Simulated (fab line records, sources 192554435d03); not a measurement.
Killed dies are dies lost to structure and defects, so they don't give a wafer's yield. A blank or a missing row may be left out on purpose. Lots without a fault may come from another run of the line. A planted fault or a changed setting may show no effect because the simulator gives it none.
Chamber matching | flow n5_finfet | N5_BEOL_M0_SAQP_STRIP_108 on rie_diel-04: 4 sister chambers
The step strips in N2/H2. 8 wafers are shown with their chamber, then 8 later ones without.

WAFERS WITH THEIR CHAMBER
wafer  | chamber | showerhead_plenum_p_Torr (Torr) | throttle_valve_pct (%)
L075.6 | 1       | 3.51                            | 18.97
L078.5 | 1       | 3.51                            | 18.97
L085.2 | 3       | 3.19                            | 19.19
L085.5 | 2       | 3.33                            | 19.16
L087.3 | 3       | 3.19                            | 19.21
L087.4 | 2       | 3.32                            | 19.18
L087.5 | 0       | 3.32                            | 18.91
L088.1 | 0       | 3.32                            | 18.90

WAFERS WITHOUT THEIR CHAMBER
wafer  | showerhead_plenum_p_Torr (Torr) | throttle_valve_pct (%)
L088.2 | 3.19                            | 19.21
L088.3 | 3.50                            | 18.99
L091.1 | 3.32                            | 18.92
L091.4 | 3.50                            | 19.01
L091.5 | 3.19                            | 19.21
L093.2 | 3.32                            | 18.82
L093.3 | 3.50                            | 19.00
L093.6 | 3.32                            | 18.90

WHICH CHAMBER EACH WENT THROUGH
wafer  | from the rows above | in truth
L088.2 | 3                   | 3
L088.3 | 1                   | 1
L091.1 | 0                   | 0
L091.4 | 1                   | 1
L091.5 | 3                   | 3
L093.2 | 0                   | 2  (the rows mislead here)
L093.3 | 1                   | 1
L093.6 | 0                   | 0
Placed correctly: 7 of 8. Can't be placed from these rows: 0. Placed wrongly: 1.
How it was worked out, from the rows above alone: a wafer's distance from a chamber is the root of the sum, over the readings, of the square of ((its reading less the chamber's mean) divided by the reading's scatter). The wafer belongs to the nearest chamber; if the next one is less than 2 further off, it can't be placed. A chamber's mean is the mean of its shown wafers. The scatter: the root of (the sum of the squares of (reading less its chamber's mean) over the shown wafers, divided by (wafers less chambers)).
